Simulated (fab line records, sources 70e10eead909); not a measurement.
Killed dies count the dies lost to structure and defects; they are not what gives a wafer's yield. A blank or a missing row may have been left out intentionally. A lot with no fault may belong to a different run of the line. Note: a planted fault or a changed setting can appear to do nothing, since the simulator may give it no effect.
A struck lot beside a sound one    flow nandHarc    39 steps out of a route of 1159
Sound: the wafers L385.2, L385.5, L385.6. Wafers struck: L394.1, L394.3. At the end, the cause is stated.
Per side, at each step with rows, come the tool, then ch with its chambers, and then its first start. Under that, the readings that differ: sound wafers    struck wafers    difference of the means    sigmas: that difference in standard deviations of wafers without a fault.
alike: readings whose means differ by less than 2 such deviations, and words and numbers that are the same on both sides. not compared: withheld readings, readings that some wafer has no value for, bounds like >300 that may hide the same value, and numbers for which the record gives no deviation and whose values overlap.
The two part at a step that has a row with sigmas, a row that says differs or no value, or rows on one side only. Non-overlapping numbers with no deviation appear without sigmas and do not part them. A reading that every wafer of one side lacks parts them only if that side has two wafers or more.

first, 5 steps without rows for these wafers: NHARC_A_CONTACT_ETCH_111 (etches the open film in C4F8/O2/Ar, time 140 s, target depth 700 nm); NHARC_A_CONTACT_ETCH_112 (etches the open film in C4F8/O2/Ar, time 94 s, target depth 922 nm); NHARC_A_CONTACT_ETCH_113 (etches the open film in C4F8/O2/Ar, time 94 s, target depth 922 nm); NHARC_A_CONTACT_ETCH_114 (etches the open film in C4F8/O2/Ar, time 94 s, target depth 922 nm); NHARC_A_CONTACT_ETCH_115 (etches the open film in C4F8/O2/Ar, time 94 s, target depth 922 nm).
NHARC_A_CONTACT_ETCH_116: etches the open film in C4F8/O2/Ar, time 94 s, target depth 922 nm.
  sound on harCapEtch-02 ch 0,1, day 18 06:40; struck on harCapEtch-02 ch 0, day 21 01:54
  alike: chamberPressureMTorr
  not compared: rfHoursCounterH
then, 4 steps without rows for these wafers: NHARC_A_CONTACT_ETCH_117 (etches the open film in C4F8/O2/Ar, time 94 s, target depth 922 nm); NHARC_A_CONTACT_ETCH_118 (etches the open film in C4F8/O2/Ar, time 94 s, target depth 922 nm); NHARC_A_CONTACT_ETCH_119 (etches the open film in C4F8/O2/Ar, time 94 s, target depth 922 nm); NHARC_A_CONTACT_ETCH_120 (etches the open film in C4F8/O2/Ar, time 94 s, target depth 922 nm).
NHARC_A_CONTACT_ETCH_121: etches the open film in C4F8/O2/Ar, time 94 s, target depth 922 nm.
  sound on harCapEtch-02 ch 0,1, day 18 07:07; struck on harCapEtch-02 ch 0, day 21 02:21
  alike: chamberPressureMTorr
  not compared: rfHoursCounterH
NHARC_A_CONTACT_ETCH_122: etches the open film in C4F8/O2/Ar, time 95 s, target depth 930 nm.
  sound on harCapEtch-02 ch 0,1, day 18 07:13; struck on harCapEtch-02 ch 0, day 21 02:26
  alike: chamberPressureMTorr
  not compared: rfHoursCounterH
NHARC_A_CONTACT_ETCH_123: etches the open film in C4F8/O2/Ar, time 253 s, target depth 1090 nm.
  sound on harCapEtch-02 ch 0,1, day 18 07:19; struck on harCapEtch-02 ch 0, day 21 02:32
  alike: chamberPressureMTorr
  not compared: rfHoursCounterH
NHARC_A_CONTACT_ETCH_90: etches the open film in CH3F/O2, target depth 40 nm, time 85.7 s.
  sound on rieDiel-11 ch 1,2,3, day 18 07:56; struck on rieDiel-13 ch 0,1, day 21 03:10
  alike: chamberPressureMTorr, drypumpMotorCurrentA, oesProductAu, rfVppV, showerheadPlenumPTorr, throttleValvePct
  not compared: rfHoursCounterH
NHARC_A_CONTACT_ETCH_96: etches the open film in C4F6/O2, target depth 20 nm, time 10 s.
  sound: rieDiel-11 ch 0,1; struck: rieDiel-13 ch 0,3
reading                       sound              struck       difference  sigmas
oesProductAu (a.u.)           0.937 0.964 0.949  1.014 1.003  +0.058      +2
rfVppV (V)                    540.1 546.5 541.7  552.3 548.3  +7.5        +3
showerheadPlenumPTorr (Torr)  3.68 3.94 3.68     4.18 3.96    +0.30       +2
  alike: c4f6FlowSccm, chamberPressureMTorr, drypumpMotorCurrentA, throttleValvePct
  not compared: rfHoursCounterH
NHARC_A_CONTACT_CD_MEAS_53:
  sound on cdSem-02 at day 18 08:08; struck on cdSem-01 at day 21 03:22
  alike: cdNm
then, 18 steps without rows for these wafers: NHARC_A_CONTACT_STRIP_99 (strips in N2/H2); NHARC_A_CONTACT_STRIP_100 (strips in CF4/CHF3); NHARC_A_CONTACT_STRIP_101 (strips in O2/COS); NHARC_A_CONTACT_ETCH_102 (etches the open film in CF4/O2, target depth 70 nm, overetch 7 nm, time 38.5 s); NHARC_A_CONTACT_STRIP_55 (strips in O2); NHARC_A_CONTACT_STRIP_56 (strips in post etch residue remover, time 600 s); NHARC_A_CONTACT_DEP_57 (deposits aC, target thk 2800 nm); NHARC_A_CONTACT_DEP_58 (deposits SiON, target thk 60 nm); NHARC_A_CONTACT_DEHYDRATE_59 (time 120 s); NHARC_A_CONTACT_HMDS_60 (time 30 s); NHARC_A_CONTACT_COAT_61 (time 75 s); NHARC_A_CONTACT_COAT_62 (time 65 s); NHARC_A_CONTACT_COAT_63 (resist thk 90 nm); NHARC_A_CONTACT_SOFTBAKE_64 (time 55 s); NHARC_A_CONTACT_EBR_65; NHARC_A_CONTACT_EXPOSE_66 (exposes mask A CC 2); NHARC_A_CONTACT_PEB_67 (peb time 65 s); NHARC_A_CONTACT_DEVELOP_68 (develop time 35 s).
NHARC_A_CONTACT_CD_MEAS_69 targets a cd of 200 nm.
  sound on cdSem-02 ch 0, day 18 11:59; struck on cdSem-01 ch 0, day 21 16:34
  alike: cdNm
NHARC_A_CONTACT_OVL_MEAS_70:
  sound on overlay-02 at day 18 12:04; struck on overlay-01 at day 21 16:39
  alike: overlayXNm, overlayYNm
NHARC_A_CONTACT_DESCUM_74: chemistry O2, time 3 s.
  sound on rieDiel-13 ch 1,2,3, day 18 12:11; struck on rieDiel-13 ch 0,1, day 21 21:18
reading  sound  struck                                           difference                    sigmas
hold     - - -  awaitDispo/4.4h/release awaitDispo/4.4h/release  no value on the sound wafers  
  alike: chamberPressureMTorr, drypumpMotorCurrentA, oesProductAu, rfVppV, showerheadPlenumPTorr, throttleValvePct
  not compared: rfHoursCounterH
then, 1 step without rows for these wafers: NHARC_A_CONTACT_ETCH_75 (etches the open film in CF4, target depth 39 nm, time 65 s).
-- jump in the record: it breaks off in module A_CONTACT and resumes in module END (first step shown: number 1159 of the route), and 3 days separate the struck wafers' starts before and after --
NHARC_END_SORT_01:
  only the struck wafers appear in the record here, on prober-01 ch 0 at day 24 20:29; the sound ones have no rows

WHERE THEY PART
First at NHARC_A_CONTACT_ETCH_96; last, within this record, at NHARC_END_SORT_01.

WHY: what had been put in by the simulator
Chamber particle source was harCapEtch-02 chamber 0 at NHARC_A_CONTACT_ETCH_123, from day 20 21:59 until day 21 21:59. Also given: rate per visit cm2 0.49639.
